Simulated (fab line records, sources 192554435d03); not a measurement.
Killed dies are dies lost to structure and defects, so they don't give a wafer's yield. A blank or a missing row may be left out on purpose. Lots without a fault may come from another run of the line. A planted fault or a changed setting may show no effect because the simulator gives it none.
fab line records | flow n5_finfet | part 2 of 2: steps 5 to 6 of 6
record lots=23 wafers=69 last_day=19
route steps=1938 shown MOL_CONTACT_COAG@602 BEOL_M0_SAQP@637
lots that met no fault: from a run of the same line without faults
start_h: hours from the record's first day to the start of the lot's first wafer shown | wait_h: hours since the lot's step before | " the same as in the row above | L1.1+2: a row that stands for several wafers | - no value, or no start given | * or withheld: withheld | < > ~ a bound
route shown NAME@n: a module of which the file shows steps, and the number in the route of the first | usual: mean/standard deviation of fault-free wafers | same: alike in all rows | chamber/n: place in a boat | sites: the reading at each site | _std_site: their standard deviation | _edge_site: outer sites' mean less inner sites' | radius_mm: how far each site lies from the wafer's centre | mask NAME#n: copy n | behind: the tool/chamber that last shaped the wafer | hold: why the lot was held/for how many hours/how that ended | device: the transistor (n, p or np) that didn't switch | end of line: the same wafers' tests at the end of the route | a step without rows: its recipe alone | killed: dies lost to structure and defects at the first sort, not the wafer's yield | map: a wafer's dies, x killed, . not, _ none there
set.NAME: the setting as run; set.NAME@STEP: as run at that earlier step | model.NAME: the simulator's own value behind a step, which no gauge read
steps of the route over a sample of lots; a table a step, a row a wafer
services: from which hour (start_h, from the record's first day; less than 0 if before it) a tool's chamber was out of use, for how many hours, and why
## steps
# step N5_BEOL_M0_SAQP_ETCH_83
# recipe chemistry=CF4 target=SiARC target_depth_a=390 mask_material=CAR-ArF time_s=65 ion_energy_ev=80 pressure_mtorr=40 source_w=545 bias_w=36 Ar_flow_sccm=100 cf4_flow_sccm=100 ends=cleared
# usual bias_w=35.99/0.12 drypump_motor_current_A=5.6/0.34 etch_rf_on_time_s=64.6/1.2 mfc_ar_sccm=100.0/0.3 oes_product_au=0.66/0.068 rf_vpp_V=184.0/1.2 showerhead_plenum_p_Torr=2.15/0.068 throttle_valve_pct=15.79/0.21
# columns lot.wafer tool chamber start_h wait_h bias_w drypump_motor_current_A etch_rf_on_time_s mfc_ar_sccm oes_product_au rf_hours_counter_h rf_vpp_V showerhead_plenum_p_Torr throttle_valve_pct
L074.2 rie_diel-02 1 117.47 0.0 35.90 5.6 67.2 100.0 0.63 168 184.8 2.22 15.77
L074.3 " 0 " " 36.25 5.8 65.8 100.4 0.74 34 184.5 2.11 15.24
L074.6 " 2 " " 35.81 5.7 62.2 100.7 0.64 - 185.1 2.14 15.95
L075.2 rie_diel-03 1 119.30 0.0 35.98 5.9 63.9 99.8 0.61 237 181.8 2.02 16.00
L075.3 " 0 " " 35.96 5.5 65.1 100.0 0.64 160 183.7 2.14 15.66
L075.5 " 1 " " 36.08 5.9 64.0 100.0 0.60 - 183.1 2.02 15.99
L076.1 rie_diel-02 2 122.36 0.0 36.08 5.7 62.5 100.1 0.63 178 182.9 2.14 15.94
L076.4 " 3 " " 36.12 5.1 63.1 100.3 0.87 1 184.6 2.29 15.65
L076.5 " 3 " " 36.12 5.1 62.9 100.2 0.86 - 186.7 2.29 15.65
L077.3 rie_diel-03 2 130.17 0.0 35.93 5.3 62.7 100.2 0.67 129 183.8 2.14 15.86
L077.5 " 2 " " 36.11 5.3 63.2 100.0 0.66 - 184.2 2.14 15.87
L077.6 " 1 " " 36.06 5.9 63.1 99.7 0.61 - 181.7 2.02 16.02
L078.1 rie_diel-03 3 142.02 0.0 36.06 5.4 65.3 100.1 0.64 184 183.7 2.14 15.98
L078.2 " 2 " " 36.00 5.3 63.3 100.0 0.66 132 183.0 2.14 15.87
L078.3 " 1 " " 36.09 5.9 62.8 100.1 0.61 243 183.0 2.02 16.01
L079.2 rie_diel-03 3 145.51 0.0 36.15 5.4 66.0 99.8 0.63 185 183.5 2.14 15.98
L079.4 " 1 " " 35.96 5.9 64.3 99.9 0.60 244 182.5 2.01 16.01
L079.6 " 0 " " 36.17 5.4 65.5 99.8 0.63 - 183.7 2.14 15.68
L080.1 rie_diel-02 2 154.63 0.0 35.93 5.6 62.9 99.9 0.63 189 183.1 2.14 15.96
L080.2 " 3 " " 36.21 5.1 64.4 99.6 0.82 12 186.7 2.29 15.67
L080.6 " 3 " " 36.10 5.1 64.1 100.1 0.84 - 186.8 2.29 15.67
L082.4 rie_diel-02 0 155.95 0.0 36.10 5.8 66.3 100.2 0.73 46 184.7 2.10 15.28
L082.5 " 0 " " 35.91 5.8 65.5 100.6 0.74 - 183.0 2.10 15.27
L082.6 " 3 " " 36.17 5.0 64.2 99.7 0.83 - 185.6 2.29 15.68
L083.2 rie_diel-03 0 166.66 0.0 35.88 5.4 63.5 100.2 0.64 176 184.1 2.14 15.69
L083.3 " 2 " " 36.18 5.3 63.4 99.6 0.65 142 184.3 2.14 15.88
L083.5 " 3 " " 36.10 5.5 64.6 100.0 0.63 - 182.8 2.13 15.99
L084.1 rie_diel-01 1 170.71 0.0 35.90 6.0 65.5 99.4 0.63 179 184.9 2.13 15.85
L084.4 " 2 " " 35.75 5.5 62.7 99.5 0.64 163 183.6 2.21 16.00
L084.6 " 3 " " 35.99 6.5 63.2 100.2 0.63 - 183.5 2.04 15.70
L085.2 rie_diel-03 2 176.58 0.0 36.05 5.3 64.1 100.2 0.64 146 183.7 2.14 15.90
L085.3 " 3 " " 35.79 5.5 66.2 99.7 0.62 197 183.9 2.13 15.99
L085.6 " 2 " " 36.19 5.4 64.1 99.3 0.65 - 183.5 2.14 15.90
L086.2 rie_diel-01 1 177.47 0.0 35.86 6.0 65.3 99.4 0.63 181 184.2 2.13 15.86
L086.3 " 2 " " 36.14 5.5 63.6 100.3 0.64 166 184.6 2.21 16.00
L086.4 " 0 " " 35.91 5.7 64.8 100.4 0.62 187 183.1 2.14 15.87
L087.1 rie_diel-02 1 188.60 0.0 36.11 5.6 67.6 99.9 0.61 188 184.4 2.21 15.80
L087.2 " 0 " " 36.09 5.8 66.0 99.9 0.72 55 184.2 2.10 15.29
L087.6 " 1 " " 35.92 5.6 67.5 100.0 0.61 - 185.2 2.21 15.80
L088.2 rie_diel-01 0 192.83 0.0 35.99 5.8 64.7 99.8 0.61 190 183.8 2.14 15.86
L088.5 " 1 " " 36.09 6.0 65.0 100.6 0.63 - 183.3 2.13 15.85
L088.6 " 2 " " 36.03 5.5 63.9 99.6 0.63 - 186.9 2.21 16.02
L089.2 rie_diel-01 0 196.55 0.0 36.02 5.7 64.8 100.2 0.62 191 183.8 2.14 15.87
L089.4 " 1 " " 35.92 6.0 65.4 99.8 0.63 186 183.9 2.13 15.88
L089.5 " 1 " " 35.82 6.1 65.7 99.9 0.63 - 182.1 2.13 15.85
L090.2 rie_diel-03 3 203.33 0.0 36.08 5.5 66.2 100.0 0.63 204 184.6 2.13 16.02
L090.3 " 0 " " 35.96 5.4 64.1 100.0 0.63 187 184.8 2.13 15.73
L090.4 " 1 " " 35.92 5.9 62.5 100.0 0.81 7 186.1 2.26 15.55
L091.3 rie_diel-03 0 209.43 0.0 36.08 5.4 64.3 99.9 0.63 189 185.5 2.13 15.72
L091.4 " 2 " " 36.13 5.4 64.2 99.9 0.64 155 183.3 2.13 15.90
L091.6 " 1 " " 35.99 5.9 63.0 100.4 0.80 - 185.9 2.26 15.56
L092.4 rie_diel-02 2 220.86 0.0 35.96 5.7 63.6 100.0 0.61 204 183.7 2.13 15.99
L092.5 " 0 " " 36.01 5.8 65.6 100.0 0.72 - 183.2 2.10 15.32
L092.6 " 3 " " 36.00 5.1 64.4 100.1 0.79 - 185.6 2.28 15.72
L093.1 rie_diel-03 2 226.54 0.0 36.14 5.3 64.5 100.1 0.64 160 184.6 2.13 15.92
L093.2 " 1 " " 35.87 5.9 63.2 100.2 0.79 13 187.5 2.26 15.56
L093.4 " 3 " " 35.97 5.5 66.2 99.9 0.61 211 184.2 2.13 16.04
L094.1 rie_diel-01 1 233.61 0.0 36.03 6.1 65.9 100.2 0.63 194 182.9 2.12 15.86
L094.2 " 0 " " 35.78 5.8 63.9 99.7 0.61 199 184.7 2.13 15.89
L094.3 " 2 " " 36.02 5.5 64.0 100.4 0.62 179 183.6 2.21 16.02
L095.1 rie_diel-01 3 242.15 0.0 36.16 6.5 64.5 100.1 0.61 198 183.4 2.04 15.74
L095.4 " 2 " " 36.17 5.5 64.4 100.1 0.62 181 185.2 2.21 16.03
L095.5 " 3 " " 35.96 6.4 64.6 100.2 0.61 - 181.6 2.04 15.75
L096.3 rie_diel-01 0 248.08 0.0 36.14 5.7 65.1 100.2 0.60 205 183.1 2.13 15.90
L096.5 " 1 " " 35.95 6.0 66.6 99.7 0.61 - 183.7 2.12 15.89
L096.6 " 0 " " 36.17 5.7 64.8 100.3 0.60 - 184.1 2.13 15.92
L097.1 rie_diel-02 3 251.37 0.0 36.19 5.0 64.2 99.9 0.78 36 185.2 2.28 15.72
L097.5 " 3 " " 36.05 5.0 64.3 100.1 0.78 - 185.2 2.28 15.72
L097.6 " 2 " " 35.84 5.7 62.8 99.7 0.61 - 183.3 2.13 16.01
# step N5_BEOL_M0_SAQP_ETCH_102
# recipe chemistry=CF4 target=SiO2 target_depth_a=40 ion_energy_ev=350 time_s=4.4 pressure_mtorr=10 icp_w=800 bias_w=400 cf4_flow_sccm=80
# usual bias_w=400.1/1.2 drypump_motor_current_A=5.8/0.42 oes_product_au=0.993/0.02 throttle_valve_pct=21.63/0.15
# columns lot.wafer tool chamber start_h wait_h bias_w drypump_motor_current_A oes_product_au rf_hours_counter_h throttle_valve_pct
L074.2 rie_si-05 3 119.32 0.1 400.4 5.4 1.018 137 21.72
L074.3 " 0 " " 400.5 5.9 0.984 156 21.67
L074.6 " 0 " " 398.8 5.8 0.981 - 21.65
L075.2 rie_si-01 3 121.09 0.1 400.3 6.6 0.981 6 21.46
L075.3 " 1 " " 401.4 5.4 1.020 2 21.66
L075.5 " 0 " " 398.8 5.7 0.999 - 21.79
L076.1 rie_si-01 0 124.35 0.1 399.4 5.7 1.002 28 21.78
L076.4 " 3 " " 398.3 6.6 0.973 6 21.46
L076.5 " 0 " " 399.0 5.7 0.995 - 21.79
L077.3 rie_si-03 1 132.90 0.1 398.7 6.0 0.990 194 21.58
L077.5 " 1 " " 398.0 6.0 0.981 - 21.58
L077.6 " 2 " " 398.1 6.7 0.976 - 21.75
L078.1 rie_si-05 3 143.74 0.1 399.9 5.3 1.019 138 21.74
L078.2 " 2 " " 400.2 5.8 0.975 75 21.32
L078.3 " 0 " " 399.4 5.8 0.985 156 21.66
L079.2 rie_si-01 2 147.81 0.1 399.0 6.2 1.016 140 21.86
L079.4 " 2 " " 400.7 6.2 1.013 - 21.86
L079.6 " 3 " " 399.7 6.6 0.972 - 21.45
L080.1 rie_si-05 2 156.51 0.1 400.9 5.8 0.975 75 21.32
L080.2 " 0 " " 400.3 5.8 0.998 157 21.67
L080.6 " 1 " " 399.6 5.4 0.981 - 21.55
L082.4 rie_si-01 2 157.71 0.1 400.7 6.2 1.015 140 21.84
L082.5 " 1 " " 399.0 5.4 1.019 - 21.67
L082.6 " 0 " " 398.4 5.7 0.994 - 21.80
L083.2 rie_si-01 1 168.37 0.1 400.0 5.4 1.019 3 21.66
L083.3 " 0 " " 400.8 5.7 0.995 29 21.78
L083.5 " 0 " " 399.5 5.7 1.007 - 21.80
L084.1 rie_si-03 0 172.60 0.1 399.9 5.5 1.012 66 21.94
L084.4 " 1 " " 399.6 5.9 0.956 0 21.53
L084.6 " 2 " " 398.8 6.7 0.963 - 21.75
L085.2 rie_si-05 3 180.13 0.1 399.9 5.3 1.009 139 21.73
L085.3 " 2 " " 399.4 5.8 0.984 76 21.34
L085.6 " 1 " " 402.2 5.4 0.986 - 21.53
L086.2 rie_si-03 0 180.36 0.1 400.9 5.4 1.002 66 21.93
L086.3 " 1 " " 398.7 6.0 0.957 0 21.52
L086.4 " 3 " " 400.8 5.4 0.987 182 21.59
L087.1 rie_si-03 2 192.06 0.1 399.0 6.7 0.966 5 21.75
L087.2 " 1 " " 401.0 6.0 0.955 0 21.53
L087.6 " 2 " " 400.8 6.7 0.971 - 21.76
L088.2 rie_si-01 2 194.74 0.1 400.2 6.2 1.001 141 21.85
L088.5 " 3 " " 401.2 6.6 0.978 - 21.44
L088.6 " 2 " " 399.3 6.2 1.007 - 21.86
L089.2 rie_si-05 0 198.22 0.1 399.4 5.8 0.995 157 21.66
L089.4 " 1 " " 399.3 5.4 0.998 133 21.55
L089.5 " 1 " " 399.7 5.4 0.990 - 21.54
L090.2 rie_si-05 3 205.05 0.1 401.2 5.3 1.029 139 21.72
L090.3 " 0 " " 402.0 5.8 0.993 157 21.66
L090.4 " 0 " " 400.0 5.8 0.985 - 21.69
L091.3 rie_si-05 3 211.20 0.1 401.2 5.3 1.035 139 21.73
L091.4 " 3 " " 399.0 5.3 1.027 - 21.74
L091.6 " 0 " " 399.2 5.9 0.999 - 21.65
L092.4 rie_si-05 2 222.81 0.0 400.0 5.9 0.970 76 21.33
L092.5 " 3 " " 400.6 5.3 1.028 - 21.73
L092.6 " 0 " " 400.3 5.8 0.997 - 21.67
L093.1 rie_si-05 0 229.19 0.1 401.7 5.8 0.988 158 21.66
L093.2 " 2 " " 399.5 5.9 0.965 76 21.32
L093.4 " 1 " " 400.7 5.4 0.982 134 21.55
L094.1 rie_si-05 0 235.30 0.1 400.0 5.8 0.996 158 21.65
L094.2 " 1 " " 398.7 5.4 0.979 134 21.55
L094.3 " 2 " " 400.2 5.8 0.968 76 21.32
L095.1 rie_si-05 2 244.75 0.1 401.4 5.8 0.970 77 21.32
L095.4 " 0 " " 400.1 5.8 0.987 158 21.65
L095.5 " 3 " " 401.0 5.4 1.028 - 21.72
L096.3 rie_si-05 2 250.44 0.1 402.0 5.9 0.976 77 21.33
L096.5 " 1 " " 400.9 5.4 0.987 - 21.53
L096.6 " 2 " " 400.7 5.9 0.980 - 21.33
L097.1 rie_si-03 3 253.25 0.1 400.7 5.4 0.986 183 21.58
L097.5 " 3 " " 399.5 5.4 0.991 - 21.61
L097.6 " 1 " " 397.2 6.0 0.958 - 21.52
## services
# columns tool chamber start_h hours kind
rie_diel-05 3 87.35 1.4 repair
rie_diel-02 2 88.89 6.0 repair
pecvd-02 0 95.08 30.5 repair
rie_diel-03 0 96.09 2.1 repair
rie_diel-04 0 120.85 5.2 repair
rie_diel-03 1 123.37 2.8 repair
rie_diel-01 1 129.06 5.2 repair
rie_si-01 0 142.39 6.1 repair
rie_si-03 3 147.09 4.6 repair
rie_diel-01 1 149.61 2.3 repair
rie_diel-01 2 150.61 2.8 repair
pecvd-01 0 166.14 7.5 repair
rie_si-03 0 167.12 1.8 repair
pecvd-03 2 172.77 6.1 repair
pecvd-01 - 175.72 2.8 pm
rie_si-05 2 203.73 11.2 repair
pecvd-01 - 216.05 2.1 repair
pecvd-01 - 227.20 4.2 repair
rie_diel-05 - 238.15 0.8 repair
rie_diel-03 - 238.74 15.6 pm
rie_diel-02 - 241.28 5.4 repair
rie_si-03 0 246.75 6.8 repair
rie_si-03 - 247.11 2.8 pm
rie_si-03 2 252.54 2.6 repair
